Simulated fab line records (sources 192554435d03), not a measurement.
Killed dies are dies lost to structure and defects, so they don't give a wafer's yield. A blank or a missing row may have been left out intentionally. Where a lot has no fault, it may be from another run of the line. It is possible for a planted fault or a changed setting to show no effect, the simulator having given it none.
fab line records	flow n5Finfet
[record] lots = 6	wafers = 18	lastDay = 19
route steps=1938 shown WELL_APT@37 BEOL_M4@1111 PASSIVATION@1936
lots with no fault: from the same line, run without faults
startH: the number of hours between the record's first day and the start of the first shown wafer of the lot	waitH: hours since the lot's step before	" unchanged from the row above	L1.1+2: a row that stands for several wafers	- no value, or no start given	* or withheld: withheld	< > ~ a bound
route shown NAME@n: NAME is a module with steps in the file, n the number in the route of the first one	usual: average and standard deviation across the fault-free wafers	same: alike in all rows	chamber/n: place in a boat	sites: the reading at each site	_std_site: standard deviation across them	_edge_site: inner sites' mean taken away from outer sites' mean	radiusMm: for every site, how far away it sits from the centre of the wafer	mask NAME#n: copy n	behind: the tool/chamber that last shaped the wafer	hold: the reason the lot was held/the length of the hold in hours/how it ended	device: the n, p or np transistor that did not switch	end of line: at the end of the route, the tests of the same wafers	a step given without rows: its recipe and nothing more	killed: not the wafer's yield, but the dies lost to structure and defects at the first sort	map: shows each die of a wafer: x if killed, . if not, _ if none is there
set.NAME: the setting that was run; set.NAME@STEP: the one run at that earlier step	model.NAME: the simulator's own value behind a step, which no gauge read
lots at selected steps of the route; one table per step, one row per wafer
services: the hour from which a tool's chamber was out of use, counted from the record's first day as startH (under 0 if before that day), plus the number of hours and why
[[steps]]
[step N5_WELL_APT_EBR_21]
[recipe] solvent = PGMEA	ebrWidthMm = 1.5
[step N5_WELL_APT_SOFTBAKE_20]
[recipe] tempC = 130	timeS = 60
[step N5_WELL_APT_EXPOSE_22]
[recipe] maskId = PWELL	na = 0.8	sourceShape = conventional	sigmaOuter = 0.8	polarization = unpolarized	defocusNm = 0	targetCdNm = 200	doseMj = 23.2
[step N5_WELL_APT_PEB_23]
[recipe] pebTempC = 130	pebTimeS = 90
[step N5_WELL_APT_DEVELOP_24]
[recipe] developTimeS = 45	rinseLiquid = surfactantRinse	dry = airSpin	devTempC = 21
[step N5_WELL_APT_HARDBAKE_29]
[recipe] tempC = 130	timeS = 120
[step N5_WELL_APT_CD_MEAS_25]
[recipe] targetCdNm = 200	landingEnergyEv = 500	detector = seInlens
[usual] cdNm = 199.1/2.3
lot.wafer	tool	chamber	startH	waitH	cdNm
L862.1	cdSem-02	0	32.97	-	198.9
L862.3	"	0	"	"	201.0
L862.5	"	0	"	"	198.3
L876.3	cdSem-01	0	117.06	-	195.1
L876.5	"	0	"	"	199.5
L876.6	"	0	"	"	197.6
L877.1	cdSem-02	0	122.71	-	201.5
L877.4	"	0	"	"	201.5
L877.6	"	0	"	"	201.8
L880.2	cdSem-01	0	141.28	-	198.9
L880.5	"	0	"	"	198.7
L880.6	"	0	"	"	199.2
L881.2	cdSem-01	0	147.15	-	196.0
L881.5	"	0	"	"	198.0
L881.6	"	0	"	"	197.5
L882.2	cdSem-01	0	153.65	-	200.1
L882.4	"	0	"	"	201.1
L882.5	"	0	"	"	197.9
[step N5_WELL_APT_OVL_MEAS_26]
[recipe] pointsPerWafer = 44
[usual] PWELL_OVL = 3/5
lot.wafer	tool	chamber	startH	waitH	PWELL_OVL[nm]
L862.1	overlay-01	0	33.00	0.0	2
L862.3	"	0	"	"	-3
L862.5	"	0	"	"	1
L876.3	overlay-02	0	117.09	0.0	1
L876.5	"	0	"	"	9
L876.6	"	0	"	"	6
L877.1	overlay-02	0	122.74	0.0	2
L877.4	"	0	"	"	9
L877.6	"	0	"	"	2
L880.2	overlay-02	0	141.31	0.0	3
L880.5	"	0	"	"	2
L880.6	"	0	"	"	-5
L881.2	overlay-01	0	147.18	0.0	4
L881.5	"	0	"	"	4
L881.6	"	0	"	"	1
L882.2	overlay-01	0	153.68	0.0	-3
L882.4	"	0	"	"	-1
L882.5	"	0	"	"	2
[step N5_WELL_APT_INSPECT_27]
[recipe] mode = adi	inspectInstrument = macro
[usual] rawDefectCount = 1.9/1.3
lot.wafer	tool	chamber	startH	waitH	rawDefectCount
L862.1	defectInspect-02	-	33.02	0.0	2
L862.3	"	-	"	"	1
L862.5	"	-	"	"	0
L876.3	defectInspect-02	-	117.11	0.0	2
L876.5	"	-	"	"	2
L876.6	"	-	"	"	1
L877.1	defectInspect-01	-	122.76	0.0	0
L877.4	"	-	"	"	3
L877.6	"	-	"	"	0
L880.2	defectInspect-01	-	141.34	0.0	4
L880.5	"	-	"	"	4
L880.6	"	-	"	"	2
L881.2	defectInspect-02	-	147.20	0.0	1
L881.5	"	-	"	"	3
L881.6	"	-	"	"	1
L882.2	defectInspect-01	-	153.71	0.0	2
L882.4	"	-	"	"	2
L882.5	"	-	"	"	2
[step N5_WELL_APT_DESCUM_30]
[recipe] chemistry = O2	timeS = 7.9	sourcePowerW = 50	biasPowerW = 20	pressureMtorr = 20	rfFrequencyHz = 2.712e+07	tempC = 40	o2FlowSccm = 225
[usual] drypumpMotorCurrentA = 5.7/0.41	o2FlowSccm = 225.0/0.64	oesProductAu = 0.78/0.11	rfVppV = 242.8/1.7	showerheadPlenumPTorr = 2.08/0.092	throttleValvePct = 20.49/0.24
lot.wafer	tool	chamber	startH	waitH	drypumpMotorCurrentA	o2FlowSccm	oesProductAu	rfHoursCounterH	rfVppV	showerheadPlenumPTorr	throttleValvePct
L862.1	rieDiel-03	3	33.10	0.1	6.4	223.9	0.75	138	244.1	2.11	20.27
L862.3	"	2	"	"	5.6	225.1	0.72	182	240.4	2.02	20.74
L862.5	"	0	"	"	5.6	225.1	0.71	-	241.5	1.97	20.22
L876.3	rieDiel-01	3	117.15	0.0	6.5	225.7	0.95	7	245.0	2.24	20.63
L876.5	"	2	"	"	5.1	224.9	0.68	-	242.2	2.04	20.39
L876.6	"	1	"	"	5.8	224.9	0.92	-	242.7	2.07	20.38
L877.1	rieDiel-05	0	122.80	0.0	5.5	225.9	0.81	96	240.8	1.95	20.80
L877.4	"	1	"	"	5.6	224.5	0.66	248	241.8	2.05	20.66
L877.6	"	2	"	"	5.7	225.6	0.89	-	245.7	2.24	20.39
L880.2	rieDiel-01	0	141.37	0.0	5.6	225.1	0.94	9	242.0	2.04	20.25
L880.5	"	3	"	"	6.5	224.5	0.91	-	245.9	2.24	20.67
L880.6	"	2	"	"	5.1	225.4	0.99	-	242.9	2.04	19.99
L881.2	rieDiel-05	2	147.33	0.1	5.7	224.8	0.87	42	244.8	2.23	20.41
L881.5	"	2	"	"	5.7	225.1	0.87	-	245.3	2.23	20.41
L881.6	"	3	"	"	5.5	224.5	0.70	-	244.8	2.15	20.62
L882.2	rieDiel-01	1	154.01	0.3	5.8	224.8	0.90	48	240.9	2.06	20.40
L882.4	"	2	"	"	5.1	224.2	0.96	5	242.3	2.04	20.00
L882.5	"	3	"	"	6.5	224.9	0.90	-	245.5	2.24	20.70
[step N5_WELL_APT_IMPLANT_31]
[recipe] species = B	energyKev = 60	doseCm2 = 1.5e+13	tiltDeg = 0	rotationDeg = 0
[step N5_WELL_APT_IMPLANT_32]
[recipe] species = BF2	energyKev = 50	doseCm2 = 2e+13	tiltDeg = 0	rotationDeg = 0
[step N5_WELL_APT_STRIP_33]
[recipe] chemistry = SPM	timeS = 900	tempC = 130	h2so4H2o2VolRatio = 4	dry = ipaMarangoni
[usual] bathGuardTempC = 130.1/0.45	bathHeatDutyPct = 15.0/1.9
lot.wafer	tool	chamber	startH	waitH	bathGuardTempC	bathHeatDutyPct	model.coat_of_WELL_APT_COAT_19.thkNm
L862.1	wetBench-01	2	33.59	0.2	130.4	16.6	0
L862.3	"	4	"	"	130.0	16.8	0
L862.5	"	3	"	"	130.4	15.5	0
L876.3	wetBench-03	4	117.63	0.1	-	-	934.3
L876.5	"	6	"	"	-	-	934.4
L876.6	"	3	"	"	-	-	934.5
L877.1	wetBench-02	5	123.28	0.2	-	-	931.9
L877.4	"	2	"	"	-	-	936.6
L877.6	"	1	"	"	-	-	933.2
L880.2	wetBench-02	4	141.86	0.1	129.9	15.6	0
L880.5	"	6	"	"	129.3	15.7	0
L880.6	"	2	"	"	130.4	13.8	0
L881.2	wetBench-03	6	147.82	0.1	130.9	14.1	0
L881.5	"	7	"	"	130.5	16.0	0
L881.6	"	3	"	"	130.6	17.6	0
L882.2	wetBench-01	3	154.50	0.1	130.1	16.0	0
L882.4	"	0	"	"	130.6	12.9	0
L882.5	"	7	"	"	129.2	13.9	0
[step N5_WELL_APT_RTA_34]
[recipe] tempC = 1000	timeS = 10	ambient = N2	idleTempC = 600	rampUpCPerS = 150	rampDownCPerS = 60	coolToC = 600
[usual] lampPowerPct = 13.00/0.055	lamp_zone_5_pct = 12.996/0.027	wafer_temp_C_max = 1003.6/0.91
lot.wafer	tool	chamber	startH	waitH	lampPowerPct	lamp_zone_5_pct	wafer_temp_C_max
L862.1	rtpAnneal-02	0	33.90	0.1	13.01	12.989	1003.4
L862.3	"	0	"	"	12.96	13.006	1003.8
L862.5	"	0	"	"	13.05	12.978	1004.9
L876.3	rtpAnneal-02	0	117.95	0.1	12.90	12.980	1003.5
L876.5	"	0	"	"	12.98	13.005	1003.4
L876.6	"	0	"	"	12.93	13.014	1003.8
L877.1	rtpAnneal-01	0	123.56	0.0	13.03	13.019	1003.9
L877.4	"	0	"	"	12.99	12.968	1003.2
L877.6	"	0	"	"	12.97	12.982	1003.0
L880.2	rtpAnneal-01	0	142.15	0.0	13.02	12.994	1004.2
L880.5	"	0	"	"	13.02	13.035	1003.2
L880.6	"	0	"	"	13.04	13.037	1003.8
L881.2	rtpAnneal-01	0	148.11	0.0	13.08	12.950	1005.4
L881.5	"	0	"	"	12.93	12.995	1003.1
L881.6	"	0	"	"	12.96	12.989	1004.7
L882.2	rtpAnneal-01	0	155.01	0.3	13.07	13.050	1003.4
L882.4	"	0	"	"	13.06	12.999	1004.3
L882.5	"	0	"	"	13.00	12.932	1002.4
[step N5_WELL_APT_OXIDE_STRIP_42]
[recipe] chemistry = dHF	dilution = 25:1	timeS = 45	tempC = 25	target = SiO2	targetDepthA = 120
[step N5_WELL_APT_PRECLEAN_36]
[recipe] chemistry = O3/DIW	timeS = 45	tempC = 22	o3Ppm = 10
[step N5_WELL_APT_PRECLEAN_39]
[recipe] chemistry = dHF	timeS = 60	dilution = 150:1	tempC = 25
[step N5_WELL_APT_SRD_37]
[recipe] dry = ipaMarangoni	doPpb = 5	timeS = 30	tempC = 23	rinseLiquid = diw
[step N5_WELL_APT_EPI_41]
[recipe] material = Si	targetThkA = 500	tempC = 650	precursor = SiH4/H2	pressureTorr = 20	timeS = 297.7
[usual] throttleValvePct = 11.45/0.25
lot.wafer	tool	chamber	startH	waitH	throttleValvePct
L862.1	epiRpcvd-01	0	34.14	0.0	11.55
L862.3	"	0	"	"	11.60
L862.5	"	0	"	"	11.36
L876.3	epiRpcvd-01	0	118.41	0.3	11.38
L876.5	"	0	"	"	11.29
L876.6	"	0	"	"	12.04
L877.1	epiRpcvd-01	0	123.80	0.0	11.45
L877.4	"	0	"	"	11.39
L877.6	"	0	"	"	11.18
L880.2	epiRpcvd-02	0	142.47	0.1	10.73
L880.5	"	0	"	"	11.18
L880.6	"	0	"	"	11.13
L881.2	epiRpcvd-04	0	148.46	0.2	11.59
L881.5	"	0	"	"	11.72
L881.6	"	0	"	"	11.40
L882.2	epiRpcvd-04	0	155.38	0.2	11.73
L882.4	"	0	"	"	11.80
L882.5	"	0	"	"	11.62
[step N5_WELL_APT_INSPECT_38]
[recipe] inspectInstrument = darkfield	mode = postEpi
[usual] rawDefectCount = 12/4.7
lot.wafer	tool	chamber	startH	waitH	rawDefectCount
L862.1	defectInspect-02	-	35.24	0.9	7
L862.3	"	-	"	"	5
L862.5	"	-	"	"	9
L876.3	defectInspect-02	-	118.98	0.4	4869
L876.5	"	-	"	"	4828
L876.6	"	-	"	"	4862
L877.1	defectInspect-01	-	124.90	0.9	4831
L877.4	"	-	"	"	4840
L877.6	"	-	"	"	4863
L880.2	defectInspect-02	-	143.01	0.4	17
L880.5	"	-	"	"	14
L880.6	"	-	"	"	20
L881.2	defectInspect-01	-	149.17	0.6	11
L881.5	"	-	"	"	25
L881.6	"	-	"	"	11
L882.2	defectInspect-02	-	156.08	0.6	9
L882.4	"	-	"	"	6
L882.5	"	-	"	"	11
[step N5_BEOL_M4_RC_MEAS_101]
[usual] DIBL_N = 36.1/1.6	DIBL_P = 35.8/2	IOFF_N = 0.157/0.029	IOFF_P = 0.21/0.034	ION_N = 677/13	ION_P = 465/8.1	SS_N = 71.3/0.61	SS_P = 73.2/0.65	VT_N = 249/3.3	VT_P = -250/3.2
lot.wafer	tool	chamber	startH	waitH	DIBL_N[mV/V]	DIBL_P[mV/V]	IOFF_N[nA/um]	IOFF_P[nA/um]	ION_N[uA/um]	ION_P[uA/um]	SS_N[mV/dec]	SS_P[mV/dec]	VT_N[mV]	VT_P[mV]
L862.1	prober-01	0	217.33	0.0	36.8	36.3	0.162	0.23	670	466	70.9	73.7	249	-249
L862.3	"	0	"	"	37.3	36.5	0.177	0.23	694	476	71.5	73.1	247	-248
L862.5	"	0	"	"	35.5	34.7	0.147	0.21	665	469	70.6	73.8	250	-249
L880.2	prober-02	0	321.78	0.2	37.1	38.1	0.165	0.22	677	460	71.3	73.2	246	-252
L880.5	"	0	"	"	36.9	37.7	0.171	0.22	682	466	71.8	73.3	247	-251
L880.6	"	0	"	"	35.2	36.5	0.134	0.20	662	459	71.7	73.8	252	-251
L881.2	prober-02	0	325.20	0.2	37.3	37.2	0.184	0.22	698	470	71.4	73.0	246	-250
L881.5	"	0	"	"	38.0	39.4	0.208	0.25	702	473	72.0	73.4	241	-247
L881.6	"	0	"	"	35.3	35.0	0.158	0.19	687	474	70.7	73.2	249	-251
L882.2	prober-02	0	343.03	0.2	35.9	36.7	0.147	0.21	685	471	71.3	73.1	250	-250
L882.4	"	0	"	"	38.2	38.1	0.184	0.24	670	463	72.7	73.7	249	-249
L882.5	"	0	"	"	37.3	37.2	0.166	0.23	687	472	71.2	74.0	250	-248
[step N5_PASSIVATION_PROBE_49]
[usual] killed_at_M0_to_M3 = 33/11	killed_at_M4_up = 14/5	killedAtContacts = 11/7.3	killedAtFrontEnd = 43/12	killedAtOther = 4/3.1	killedDies = 106/17	killedOnRim = 14/3.8	killedOpen = 69/13	killedShort = 34/8.7
[same] grossDies = 1180	killedAtBackSide = 0
lot.wafer	tool	chamber	startH	waitH	killed_at_M0_to_M3	killed_at_M4_up	killedAtContacts	killedAtFrontEnd	killedAtOther	killedDies	killedOnRim	killedOpen	killedShort
L877.1	prober-01	-	424.94	0.0	26	18	15	1121	0	1180	152	71	24
L877.4	prober-01	-	425.09	0.2	19	7	17	1135	2	1180	152	57	24
L877.6	prober-01	-	425.19	0.3	24	14	26	1113	3	1180	152	68	40
L876.3	prober-02	-	425.45	0.1	15	13	5	1145	2	1180	152	48	29
L876.5	prober-02	-	425.55	0.2	22	11	13	1125	9	1180	152	86	57
L876.6	prober-02	-	425.60	0.3	23	14	9	1132	2	1180	152	57	38
// killed by level:class
L877.1 WELL_APT:areaRta=1081 BEOL_M2:geometricParticle:open=14 MOL_CONTACT_COAG:geometricParticle:open=13 STI_FIN_REVEAL:geometricParticle:open=10 FIN_SAQP:geometricParticle:open=6 DUMMY_GATE:geometricParticle:open=5 BEOL_M4:geometricParticle:open=4 BEOL_M5:geometricParticle:open=4
L877.4 WELL_APT:areaRta=1099 MOL_CONTACT_COAG:geometricParticle:open=15 FIN_SAQP:geometricParticle:short=9 BEOL_M2:geometricParticle:open=8 FIN_SAQP:geometricParticle:open=7 STI_FIN_REVEAL:geometricParticle:open=6 GATE_CUT:geometricParticle:open=3 BEOL_M0_SAQP:geometricParticle:open=3
L877.6 WELL_APT:areaRta=1072 MOL_CONTACT_COAG:geometricParticle:open=22 FIN_SAQP:geometricParticle:short=11 BEOL_M0_SAQP:geometricParticle:open=9 BEOL_M5:geometricParticle:short=5 STARTING-WAFER:geometricParticle:open=5 STI_FIN_REVEAL:geometricParticle:open=5 DUMMY_GATE:geometricParticle:open=5
L876.3 WELL_APT:areaRta=1102 FIN_SAQP:geometricParticle:short=11 STI_FIN_REVEAL:geometricParticle:open=5 DUMMY_GATE:geometricParticle:open=5 GATE_CUT:geometricParticle:short=5 GATE_CUT:geometricParticle:open=5 MOL_CONTACT_COAG:geometricParticle:open=5 BEOL_M4:geometricParticle:open=5
L876.5 WELL_APT:areaRta=1035 FIN_SAQP:geometricParticle:open=24 FIN_SAQP:geometricParticle:short=24 STI_FIN_REVEAL:geometricParticle:open=9 MOL_CONTACT_COAG:geometricParticle:open=8 BEOL_M1:geometricParticle:open=7 GATE_CUT:geometricParticle:short=7 DUMMY_GATE:geometricParticle:open=6
L876.6 WELL_APT:areaRta=1083 FIN_SAQP:geometricParticle:short=11 FIN_SAQP:geometricParticle:open=10 BEOL_M1:geometricParticle:open=8 GATE_CUT:geometricParticle:short=7 MOL_CONTACT_COAG:geometricParticle:open=7 GATE_CUT:geometricParticle:open=5 BEOL_M3:geometricParticle:open=5
// map L876.3 (x killed, . not)
_________________xxxxxxxxxxxx________________
______________xxxxxxxxxxxxxxxxxx_____________
___________xxxxxxxxxxxxxxxxxxxxxxxx__________
__________xxxxxxxxxxxxxxxxxxxxxxxxxx_________
________xxxxxxxxxxxxxxxxxxxxxxxxxxxxxx_______
_______xxxxxxxxxxxxxxxxxxxxxxxxxxxxxxxx______
______xxxxxxxxxxxxxxxxxxxxxxxxxxxxxxxxxx_____
_____xxxxxxxxxxxxxxxxxxxxxxxxxxxxxxxxxxxx____
____xxxxxxxxxxxxxxxxxxxxxxxxxxxxxxxxxxxxxx___
___xxxxxxxxxxxxxxxxxxxxxxxxxxxxxxxxxxxxxxxx__
___xxxxxxxxxxxxxxxxxxxxxxxxxxxxxxxxxxxxxxxx__
__xxxxxxxxxxxxxxxxxxxxxxxxxxxxxxxxxxxxxxxxxx_
__xxxxxxxxxxxxxxxxxxxxxxxxxxxxxxxxxxxxxxxxxx_
_xxxxxxxxxxxxxxxxxxxxxxxxxxxxxxxxxxxxxxxxxxxx
_xxxxxxxxxxxxxxxxxxxxxxxxxxxxxxxxxxxxxxxxxxxx
_xxxxxxxxxxxxxxxxxxxxxxxxxxxxxxxxxxxxxxxxxxxx
_xxxxxxxxxxxxxxxxxxxxxxxxxxxxxxxxxxxxxxxxxxxx
_xxxxxxxxxxxxxxxxxxxxxxxxxxxxxxxxxxxxxxxxxxxx
_xxxxxxxxxxxxxxxxxxxxxxxxxxxxxxxxxxxxxxxxxxxx
_xxxxxxxxxxxxxxxxxxxxxxxxxxxxxxxxxxxxxxxxxxxx
_xxxxxxxxxxxxxxxxxxxxxxxxxxxxxxxxxxxxxxxxxxxx
__xxxxxxxxxxxxxxxxxxxxxxxxxxxxxxxxxxxxxxxxxx_
__xxxxxxxxxxxxxxxxxxxxxxxxxxxxxxxxxxxxxxxxxx_
___xxxxxxxxxxxxxxxxxxxxxxxxxxxxxxxxxxxxxxxx__
___xxxxxxxxxxxxxxxxxxxxxxxxxxxxxxxxxxxxxxxx__
____xxxxxxxxxxxxxxxxxxxxxxxxxxxxxxxxxxxxxx___
_____xxxxxxxxxxxxxxxxxxxxxxxxxxxxxxxxxxxx____
______xxxxxxxxxxxxxxxxxxxxxxxxxxxxxxxxxx_____
_______xxxxxxxxxxxxxxxxxxxxxxxxxxxxxxxx______
________xxxxxxxxxxxxxxxxxxxxxxxxxxxxxx_______
__________xxxxxxxxxxxxxxxxxxxxxxxxxx_________
___________xxxxxxxxxxxxxxxxxxxxxxxx__________
______________xxxxxxxxxxxxxxxxxx_____________
_________________xxxxxxxxxxxx________________
// map L877.1 (x killed, . not)
_________________xxxxxxxxxxxx________________
______________xxxxxxxxxxxxxxxxxx_____________
___________xxxxxxxxxxxxxxxxxxxxxxxx__________
__________xxxxxxxxxxxxxxxxxxxxxxxxxx_________
________xxxxxxxxxxxxxxxxxxxxxxxxxxxxxx_______
_______xxxxxxxxxxxxxxxxxxxxxxxxxxxxxxxx______
______xxxxxxxxxxxxxxxxxxxxxxxxxxxxxxxxxx_____
_____xxxxxxxxxxxxxxxxxxxxxxxxxxxxxxxxxxxx____
____xxxxxxxxxxxxxxxxxxxxxxxxxxxxxxxxxxxxxx___
___xxxxxxxxxxxxxxxxxxxxxxxxxxxxxxxxxxxxxxxx__
___xxxxxxxxxxxxxxxxxxxxxxxxxxxxxxxxxxxxxxxx__
__xxxxxxxxxxxxxxxxxxxxxxxxxxxxxxxxxxxxxxxxxx_
__xxxxxxxxxxxxxxxxxxxxxxxxxxxxxxxxxxxxxxxxxx_
_xxxxxxxxxxxxxxxxxxxxxxxxxxxxxxxxxxxxxxxxxxxx
_xxxxxxxxxxxxxxxxxxxxxxxxxxxxxxxxxxxxxxxxxxxx
_xxxxxxxxxxxxxxxxxxxxxxxxxxxxxxxxxxxxxxxxxxxx
_xxxxxxxxxxxxxxxxxxxxxxxxxxxxxxxxxxxxxxxxxxxx
_xxxxxxxxxxxxxxxxxxxxxxxxxxxxxxxxxxxxxxxxxxxx
_xxxxxxxxxxxxxxxxxxxxxxxxxxxxxxxxxxxxxxxxxxxx
_xxxxxxxxxxxxxxxxxxxxxxxxxxxxxxxxxxxxxxxxxxxx
_xxxxxxxxxxxxxxxxxxxxxxxxxxxxxxxxxxxxxxxxxxxx
__xxxxxxxxxxxxxxxxxxxxxxxxxxxxxxxxxxxxxxxxxx_
__xxxxxxxxxxxxxxxxxxxxxxxxxxxxxxxxxxxxxxxxxx_
___xxxxxxxxxxxxxxxxxxxxxxxxxxxxxxxxxxxxxxxx__
___xxxxxxxxxxxxxxxxxxxxxxxxxxxxxxxxxxxxxxxx__
____xxxxxxxxxxxxxxxxxxxxxxxxxxxxxxxxxxxxxx___
_____xxxxxxxxxxxxxxxxxxxxxxxxxxxxxxxxxxxx____
______xxxxxxxxxxxxxxxxxxxxxxxxxxxxxxxxxx_____
_______xxxxxxxxxxxxxxxxxxxxxxxxxxxxxxxx______
________xxxxxxxxxxxxxxxxxxxxxxxxxxxxxx_______
__________xxxxxxxxxxxxxxxxxxxxxxxxxx_________
___________xxxxxxxxxxxxxxxxxxxxxxxx__________
______________xxxxxxxxxxxxxxxxxx_____________
_________________xxxxxxxxxxxx________________
[[services]]
tool	chamber	startH	hours	kind
epiRpcvd-02	-	20.01	34.7	pm
rieDiel-05	-	44.27	2.8	pm
rieDiel-03	2	54.26	1.3	repair
epiRpcvd-02	-	54.71	27.2	pm
epiRpcvd-01	-	59.80	2.8	pm
rieDiel-01	2	61.20	4.2	repair
rieDiel-01	3	80.59	-	clean
rieDiel-01	3	80.59	-	consumableReplace:focusRing
rieDiel-01	3	80.59	-	consumableReplace:showerhead
rieDiel-01	3	80.59	19.0	scheduledDown
rieDiel-01	3	80.59	19.0	ventCycle
epiRpcvd-02	-	81.91	8.1	pm
wetBench-01	-	89.02	0.7	repair
rieDiel-01	0	102.87	-	clean
rieDiel-01	0	102.87	-	consumableReplace:focusRing
rieDiel-01	0	102.87	18.1	scheduledDown
rieDiel-01	0	102.87	18.1	ventCycle
epiRpcvd-02	-	118.55	0.5	repair
epiRpcvd-04	-	120.43	8.1	pm
rieDiel-01	2	121.01	-	clean
rieDiel-01	2	121.01	-	consumableReplace:focusRing
rieDiel-01	2	121.01	16.8	scheduledDown
rieDiel-01	2	121.01	16.8	ventCycle
wetBench-02	-	155.61	0.8	repair
[[key]]
[firstSign] step = N5_WELL_APT_STRIP_33	reading = toolRecord	direction = missing
[effect] step = N5_WELL_APT_INSPECT_38	reading = rawDefectCount	direction = up	sigmas = 99+	usual = 12	struck = 4849
[effect] step = N5_PASSIVATION_PROBE_49	reading = killedAtFrontEnd	direction = up	sigmas = 93	usual = 43	struck = 1128
[modelEffect] step = N5_WELL_APT_STRIP_33	value = coat_of_WELL_APT_COAT_19.thkNm	without = 0	struck = 934.1
[moreKillsBornAt] N5_WELL_APT_RTA_34@rtpAnneal-01 = 3252	N5_WELL_APT_RTA_34@rtpAnneal-02 = 3220
metAt N5_WELL_APT_STRIP_33
struckWafers L876.3,L876.5,L876.6,L877.1,L877.4,L877.6
laterRowsLeftOut L876.3,L876.5,L876.6,L877.1,L877.4,L877.6
testerLeftOut L876,L877
[fault] kind = skippedStepWhole	tool = wetBench-02,wetBench-03	chamber = -	onsetH = 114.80	steps = N5_WELL_APT_STRIP_33	scope = struckLotsOnly
// testerLeftOut: of these lots the tester's yield and bins aren't shown, on N5 and GAA mostly nor the transistor test; their killed dies are dies lost to structure and defects alone, not to doping, threshold or leakage, so they don't give the yield
// laterRowsLeftOut: the simulator's readings of these wafers behind a module that went badly wrong aren't trusted and aren't shown, but for the sort
